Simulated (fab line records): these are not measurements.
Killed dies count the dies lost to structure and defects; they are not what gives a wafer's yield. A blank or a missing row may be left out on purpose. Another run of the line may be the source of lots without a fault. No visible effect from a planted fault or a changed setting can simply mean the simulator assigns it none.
Split-lot trial	flow n5_finfet	on a route of 1938 steps: 7 lots, 21 wafers read

## THE SPLIT
At N5_BEOL_M6_TRENCH_ETCH_37 (etches SiCOH lowk in C4F6/O2, target depth 94.435 nm, time 31.5 s), the setting time_s was moved away from the recipe's 31.5 s on 8 of the 21 wafers read, by -5.7% to +19.9%. For the rest of the wafers, this setting stayed at what the recipe calls for.

## FROM THE SPLIT TO THE READING: what the file shows between them, 17 steps
- N5_BEOL_M6_ETCH_41: etches SiCN in CH3F/O2, target depth 29.7 nm, time 52 s
- N5_BEOL_M6_STRIP_80: strips in N2/H2, time 10 s
- N5_BEOL_M6_OCD_MEAS_38
- N5_BEOL_M6_HM_STRIP_39: strips TiN in peroxide tin strip, target depth 25 nm, time 158 s
- N5_BEOL_M6_SRD_40: time 30 s
- N5_BEOL_M6_PRECLEAN_42: cleans in residue remover, time 60 s
- N5_BEOL_M6_SRD_43: time 30 s
- N5_BEOL_M6_CD_MEAS_35: target cd 40 nm, target cd y 28 nm
- N5_BEOL_M6_ALD_77: deposits TaN, target thk 2 nm, pulse time 2 s, purge time 3 s (also split here: co_reactant_pulse_time_s)
- N5_BEOL_M6_SURFACE_TREAT_79
- N5_BEOL_M6_CVD_78: deposits Co from CCTBA/H2, target thk 2 nm, time 142.3 s
- N5_BEOL_M6_ECD_50: material Cu, target thk 300 nm
- N5_BEOL_M6_ANNEAL_51: time 90 s
- N5_BEOL_M6_CMP_52: polishes, stops on SiCOH lowk, t overpolish 6.9 s, target thk 80 nm
- N5_BEOL_M6_THK_MEAS_53: measures by xrf
- N5_BEOL_M6_PRE_CLEAN_55: time 15 s
- N5_BEOL_M6_DEP_56: deposits SiCN from 3MS/NH3, target thk 10 nm, time 17.5 s

## THE READING
M6_RS (ohm/sq), read at N5_BEOL_M6_RS_MEAS_57 with a four-point probe. Typical for fault-free wafers on this fab line: 0.281 ohm/sq, with standard deviation 0.0084 ohm/sq.

wafer	tool, chamber at the split	time_s as run, s	against the recipe	M6_RS, ohm/sq	against lot-mates on the recipe
L074.1	rie_diel-03, 0	31.5	recipe	0.295	-
L074.4	rie_diel-03, 1	31.5	recipe	0.267	-
L074.5	rie_diel-03, 2	31.5	recipe	0.272	-
L080.1	rie_diel-04, 2	31.5	recipe	0.286	-
L080.3	rie_diel-04, 3	34.21	+8.6%	0.244	-0.042
L080.5	rie_diel-04, 0	34.21	+8.6%	0.243	-0.043
L079.3	rie_diel-04, 1	29.7	-5.7%	0.301	+0.024
L079.4	rie_diel-04, 2	29.7	-5.7%	0.324	+0.047
L079.5	rie_diel-04, 3	31.5	recipe	0.277	-
L082.2	rie_diel-01, 2	31.5	recipe	0.270	-
L082.4	rie_diel-01, 3	31.5	recipe	0.273	-
L082.6	rie_diel-01, 3	37.77	+19.9%	0.215	-0.057
L083.2	rie_diel-03, 2	31.5	recipe	0.281	-
L083.4	rie_diel-03, 1	31.5	recipe	0.276	-
L083.6	rie_diel-03, 0	31.5	recipe	0.294	-
L088.2	rie_diel-03, 0	36.98	+17.4%	0.229	-0.059
L088.3	rie_diel-03, 3	31.5	recipe	0.288	-
L088.4	rie_diel-03, 2	36.98	+17.4%	0.231	-0.057
L095.2	rie_diel-01, 3	31.5	recipe	0.280	-
L095.3	rie_diel-01, 2	33.65	+6.8%	0.251	-0.028
L095.6	rie_diel-01, 3	31.5	recipe	0.278	-

THE FIT
A straight line over all 21 wafers: M6_RS changes by -0.00342 ohm/sq for each +1% of time_s; r = -0.93; the points scatter about the line by 0.0098 ohm/sq.
The same after taking each lot's own level away (the mean of its wafers on the recipe; 21 wafers): -0.00362 ohm/sq for each +1%; r = -0.94; scatter 0.0099 ohm/sq.
Per that fit: largest time_s move, reading shift of 0.072 ohm/sq.
From 0.2715 to 0.2880 ohm/sq: that is the span of the lots' own levels, equal to 2.0 times the standard deviation above.
Hence the lot-to-lot level has little effect on the slope; both slopes agree.
Check: with one of the wafers moved furthest among these (+19.9%) left out of the fit, the line predicts -0.0771 ohm/sq for it against its lot-mates. It came out at -0.0565 ohm/sq against them.

## OTHER SPLITS APPLIED TO THESE WAFERS
Note: prior to the reading, these wafers also went through further splits. Each is held against what the fit with the lots' levels taken away leaves over:
other split on the same wafers	wafers away from the commonest value	r with M6_RS (lot level and that fit taken away)
N5_BEOL_M6_EXPOSE_08 dose_mj	5	+0.36
N5_BEOL_M6_ALD_77 co_reactant_pulse_time_s	4	-0.30

## THE WHOLE CHAIN: every reading that the file lists as answering this split, in the file's order
step	what it does	reading	change (the file's fit)	r (the file's)
N5_BEOL_M6_TRENCH_ETCH_37	etches SiCOH lowk in C4F6/O2, target depth 94.435 nm, time 31.5 s	BEOL_M6.feature_depth_nm (the simulator's own value, which no gauge read)	+1.01 nm for each +1% of the setting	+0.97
N5_BEOL_M6_TRENCH_ETCH_37	etches SiCOH lowk in C4F6/O2, target depth 94.435 nm, time 31.5 s	etch.depth_nm (the simulator's own value, which no gauge read)	+1.01 nm for each +1% of the setting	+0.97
N5_BEOL_M6_OCD_MEAS_38		trench_depth_nm	+1 nm for each +1% of the setting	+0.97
N5_BEOL_M6_CMP_52	polishes, stops on SiCOH lowk, t overpolish 6.9 s, target thk 80 nm	Cu_of_BEOL_M6_ECD_50.thk_nm (the simulator's own value, which no gauge read)	+1.03 nm for each +1% of the setting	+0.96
N5_BEOL_M6_THK_MEAS_53	measures by xrf	M6_THK	+1.05 for each +1% of the setting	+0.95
N5_BEOL_M6_RS_MEAS_57	measures by four-point-probe	M6_RS	-0.0034 for each +1% of the setting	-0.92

## THE FILE'S OWN FIT
M6_RS changes by -0.0034 ohm/sq for each +1% of time_s, r = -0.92.
